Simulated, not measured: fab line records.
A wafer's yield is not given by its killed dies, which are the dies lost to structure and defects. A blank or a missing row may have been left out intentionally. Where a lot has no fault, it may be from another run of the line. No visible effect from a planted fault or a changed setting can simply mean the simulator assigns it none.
Matching of chambers :: flow n5Finfet :: 3 sister chambers for N5_BEOL_M4_PECVD_72 on pecvd-01
The step deposits SiO2 from TEOS/O2, target thk 16 nm, time 18 s. 16 wafers are shown with their chamber, then 8 later ones without.

== WAFERS, EACH WITH ITS CHAMBER ==
wafer: L074.1
chamber: 0
throttleValvePct (%): 22.3
showerheadPlenumPTorr (Torr): 8.81
rfFwdPowerW (W): 447.0

wafer: L074.3
chamber: 1
throttleValvePct (%): 22.3
showerheadPlenumPTorr (Torr): 8.69
rfFwdPowerW (W): 441.6

wafer: L074.4
chamber: 0
throttleValvePct (%): 22.7
showerheadPlenumPTorr (Torr): 8.81
rfFwdPowerW (W): 448.2

wafer: L082.2
chamber: 0
throttleValvePct (%): 22.5
showerheadPlenumPTorr (Torr): 8.81
rfFwdPowerW (W): 447.9

wafer: L082.4
chamber: 1
throttleValvePct (%): 22.3
showerheadPlenumPTorr (Torr): 8.70
rfFwdPowerW (W): 441.0

wafer: L082.5
chamber: 1
throttleValvePct (%): 22.2
showerheadPlenumPTorr (Torr): 8.70
rfFwdPowerW (W): 442.0

wafer: L087.1
chamber: 0
throttleValvePct (%): 22.4
showerheadPlenumPTorr (Torr): 8.80
rfFwdPowerW (W): 445.8

wafer: L087.5
chamber: 0
throttleValvePct (%): 22.5
showerheadPlenumPTorr (Torr): 8.79
rfFwdPowerW (W): 445.7

wafer: L087.6
chamber: 2
throttleValvePct (%): 20.5
showerheadPlenumPTorr (Torr): 8.83
rfFwdPowerW (W): 447.2

wafer: L088.1
chamber: 2
throttleValvePct (%): 20.3
showerheadPlenumPTorr (Torr): 8.82
rfFwdPowerW (W): 448.7

wafer: L088.2
chamber: 0
throttleValvePct (%): 22.2
showerheadPlenumPTorr (Torr): 8.79
rfFwdPowerW (W): 447.6

wafer: L088.5
chamber: 1
throttleValvePct (%): 22.3
showerheadPlenumPTorr (Torr): 8.70
rfFwdPowerW (W): 441.0

wafer: L089.1
chamber: 2
throttleValvePct (%): 20.4
showerheadPlenumPTorr (Torr): 8.83
rfFwdPowerW (W): 449.4

wafer: L089.4
chamber: 2
throttleValvePct (%): 20.5
showerheadPlenumPTorr (Torr): 8.84
rfFwdPowerW (W): 446.2

wafer: L089.5
chamber: 1
throttleValvePct (%): 22.3
showerheadPlenumPTorr (Torr): 8.72
rfFwdPowerW (W): 440.9

wafer: L090.2
chamber: 2
throttleValvePct (%): 20.5
showerheadPlenumPTorr (Torr): 8.82
rfFwdPowerW (W): 445.6

SIGNATURES (means of the wafers above)
reading: throttleValvePct
chamber 0: 22.433
chamber 1: 22.280
chamber 2: 20.440
scatter within a chamber: 0.122

reading: showerheadPlenumPTorr
chamber 0: 8.8017
chamber 1: 8.7020
chamber 2: 8.8280
scatter within a chamber: 0.00978

reading: rfFwdPowerW
chamber 0: 447.033
chamber 1: 441.300
chamber 2: 447.420
scatter within a chamber: 1.15
Rule: distance of a wafer from a chamber = root of the sum over the readings of ((wafer's reading minus chamber's mean) / reading's scatter) squared. If the next closest chamber is less than 2 further off than the closest, the wafer can't be placed; otherwise it belongs to the closest. The scatter is the square root of a quotient: the sum, over the shown wafers, of each reading's squared deviation from its chamber's mean, divided by wafers minus chambers.

== WAFERS WITH NO CHAMBER GIVEN ==
wafer: L090.3
throttleValvePct (%): 22.8
showerheadPlenumPTorr (Torr): 8.80
rfFwdPowerW (W): 445.1

wafer: L090.5
throttleValvePct (%): 22.3
showerheadPlenumPTorr (Torr): 8.82
rfFwdPowerW (W): 446.8

wafer: L094.2
throttleValvePct (%): 20.0
showerheadPlenumPTorr (Torr): 8.84
rfFwdPowerW (W): 447.0

wafer: L094.3
throttleValvePct (%): 22.6
showerheadPlenumPTorr (Torr): 8.80
rfFwdPowerW (W): 448.2

wafer: L094.5
throttleValvePct (%): 22.7
showerheadPlenumPTorr (Torr): 8.81
rfFwdPowerW (W): 445.8

wafer: L097.3
throttleValvePct (%): 22.6
showerheadPlenumPTorr (Torr): 8.80
rfFwdPowerW (W): 447.6

wafer: L097.5
throttleValvePct (%): 22.7
showerheadPlenumPTorr (Torr): 8.80
rfFwdPowerW (W): 447.5

wafer: L097.6
throttleValvePct (%): 20.7
showerheadPlenumPTorr (Torr): 8.82
rfFwdPowerW (W): 445.8

== WHICH CHAMBER EACH WENT THROUGH ==
wafer: L090.3
from the rows above: 0
in truth: 0

wafer: L090.5
from the rows above: 0
in truth: 0

wafer: L094.2
from the rows above: 2
in truth: 2

wafer: L094.3
from the rows above: 0
in truth: 0

wafer: L094.5
from the rows above: 0
in truth: 0

wafer: L097.3
from the rows above: 0
in truth: 0

wafer: L097.5
from the rows above: 0
in truth: 0

wafer: L097.6
from the rows above: 2
in truth: 2
Correctly placed: 8 of 8. From these rows, 0 cannot be placed. Number placed wrongly: 0.
